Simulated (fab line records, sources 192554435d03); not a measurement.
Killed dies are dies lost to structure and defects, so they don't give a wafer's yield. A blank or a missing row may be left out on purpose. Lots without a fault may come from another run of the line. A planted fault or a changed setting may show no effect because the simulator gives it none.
A struck lot beside a sound one | flow n5_finfet | 37 steps out of a route of 1938
Sound: wafers L159.4, L159.5, L159.6. Struck: wafer L163.2. (L163.1, L163.5 of the same lot were not struck and are left out.) The cause comes at the end.
At each step with rows: each side's tool, then ch and its chambers, then its first start. Under that, the readings that differ: sound wafers | struck wafers | difference of the means | sigmas: that difference in standard deviations of wafers without a fault.
alike: readings whose means differ by less than 2 such deviations, and words and numbers that are the same on both sides. not compared: withheld readings, readings that some wafer has no value for, bounds like >300 that may hide the same value, and numbers for which the record gives no deviation and whose values overlap.
The two part at a step that has a row with sigmas, a row that says differs or no value, or rows on one side only. Numbers that don't overlap but have no deviation are shown without sigmas and don't part them. A reading that every wafer of one side lacks parts them only if that side has two wafers or more.

first, 9 steps without rows for these wafers: N5_BEOL_M11_ALD_74 (deposits TaN, target thk 2 nm, pulse time 2 s, purge time 3 s); N5_BEOL_M11_SURFACE_TREAT_76; N5_BEOL_M11_CVD_75 (deposits Co from CCTBA/H2, target thk 2 nm, time 138.9 s); N5_BEOL_M11_SPUTTER_48 (material Cu, target thk 12 nm, time 2 s); N5_BEOL_M11_ECD_50 (material Cu, target thk 318 nm); N5_BEOL_M11_ANNEAL_51 (time 90 s); N5_BEOL_M11_CMP_52 (polishes, stops on SiCOH lowk, t overpolish 7 s, target thk 140 nm); N5_BEOL_M11_PRE_CLEAN_55 (time 15 s); N5_BEOL_M11_DEP_56 (deposits SiCN from 3MS/NH3, target thk 30 nm, time 10.5 s).
N5_BEOL_M12_ILD_DEP_00: deposits SiOC from DEMS/O2, target thk 658.92 nm, time 130.7 s.
  sound on pecvd-04 ch 0,1,2, day 13 17:27; struck on pecvd-04 ch 0, day 14 20:29
  reading                                       | sound           | struck | difference | sigmas
  model.SiOC_of_BEOL_M12_ILD_DEP_00.thk_nm (nm) | 657 662.4 653.8 | 701.4  | +43.7      |
  alike: heater_power_w, showerhead_plenum_p_Torr, throttle_valve_pct
N5_BEOL_M12_THK_MEAS_01:
  sound on film_metro-01, day 13 17:32; struck on film_metro-01, day 14 20:37
  reading          | sound       | struck | difference | sigmas
  M12_ILD_THK (nm) | 657 662 654 | 701    | +43        | +5
then, 10 steps without rows for these wafers: N5_BEOL_M12_COAT_58 (time 60 s, resist thk 89 nm); N5_BEOL_M12_COAT_04 (resist thk 400 nm); N5_BEOL_M12_EBR_06; N5_BEOL_M12_SOFTBAKE_05 (time 60 s); N5_BEOL_M12_EXPOSE_07 (exposes mask V11); N5_BEOL_M12_PEB_08 (peb time 90 s); N5_BEOL_M12_DEVELOP_09 (develop time 45 s); N5_BEOL_M12_HARDBAKE_14 (time 120 s); N5_BEOL_M12_DESCUM_15 (chemistry O2, time 7.9 s); N5_BEOL_M12_ETCH_59 (etches BARC in N2/H2, target depth 89 nm, overetch 26.7 nm, time 67.9 s).
N5_BEOL_M12_VIA_ETCH_16: etches SiOC in C4F8/O2/Ar, target depth 724.8 nm.
  sound on rie_diel-05 ch 0,1, day 13 18:28; struck on rie_diel-04 ch 2, day 14 21:29
  reading                                    | sound             | struck | difference | sigmas
  model.etch.depth_nm (nm)                   | 657 662.3 653.9   | 701.5  | +43.8      |
  model.coat_of_BEOL_M12_COAT_04.thk_nm (nm) | 125.8 125.6 124.6 | 112.6  | -12.7      |
  alike: drypump_motor_current_A, oes_product_au, rf_vpp_V, showerhead_plenum_p_Torr, throttle_valve_pct
N5_BEOL_M12_STRIP_63: strips in N2/H2.
  sound on plasma_asher-01 ch 0,1, day 13 18:41; struck on plasma_asher-02 ch 0, day 14 21:41
  reading                      | sound          | struck | difference                   | sigmas
  rf_hours_counter_h (h)       | - - -          | 136    | no value on the sound wafers |
  strip_time_to_endpoint_s (s) | 43.2 43.2 42.9 | 39.7   | -3.4                         | -3
  alike: drypump_motor_current_A, heater_power_w, oes_product_au
then, 12 steps without rows for these wafers: N5_BEOL_M12_STRIP_64 (strips in N2/H2); N5_BEOL_M12_STRIP_71 (strips in post etch residue remover, time 60 s); N5_BEOL_M12_SRD_72 (time 30 s, dry time 30 s); N5_BEOL_M12_COAT_65 (time 60 s, resist thk 300 nm); N5_BEOL_M12_COAT_66 (time 60 s, resist thk 110 nm); N5_BEOL_M12_COAT_22 (resist thk 300 nm); N5_BEOL_M12_EBR_24; N5_BEOL_M12_SOFTBAKE_23 (time 60 s); N5_BEOL_M12_EXPOSE_25 (exposes mask M12); N5_BEOL_M12_PEB_26 (peb time 90 s); N5_BEOL_M12_DEVELOP_27 (develop time 45 s); N5_BEOL_M12_HARDBAKE_32 (time 120 s).
N5_BEOL_M12_CMP_49: polishes, stops on SiOC, t overpolish 20.6 s, target thk 320 nm.
  sound on cmp-04 ch 0,1,3, day 14 01:26; struck on cmp-01 ch 0, day 15 03:32
  reading                                       | sound             | struck | difference | sigmas
  model.SiOC_of_BEOL_M12_ILD_DEP_00.thk_nm (nm) | 599.2 599.8 593.4 | 641    | +44        |
  alike: clearing_platen_down_force_psi, motor_current_A, platen_rpm, retaining_ring_pressure_frac
N5_PASSIVATION_PROBE_49:
  sound on prober-02, day 15 13:52; struck on prober-01, day 16 09:25
  reading                  | sound          | struck | difference | sigmas
  defect_limited_yield (%) | 91.4 92.4 93.8 | 89.0   | -3.5       | -2
  killed_at_M0_to_M3       | 37 27 18       | 51     | +24        | +2
  killed_dies              | 102 90 73      | 130    | +42        | +2
  killed_short             | 27 27 23       | 43     | +17        | +2
  sort_bin_5_function (%)  | 5.5 3.9 4.1    | 7.2    | +2.7       | +2
  sort_n_pass              | 1078 1090 1107 | 1050   | -42        | -2
  sort_yield_pct (%)       | 91.4 92.4 93.8 | 89.0   | -3.5       | -2
  alike: killed_at_M4_up, killed_at_contacts, killed_at_front_end, killed_at_other, killed_open, sort_bin_4_leakage, sort_bin_6_memory

WHERE THEY PART
First at N5_BEOL_M12_THK_MEAS_01; last, within this record, at N5_PASSIVATION_PROBE_49.

WHY: what the simulator had put in
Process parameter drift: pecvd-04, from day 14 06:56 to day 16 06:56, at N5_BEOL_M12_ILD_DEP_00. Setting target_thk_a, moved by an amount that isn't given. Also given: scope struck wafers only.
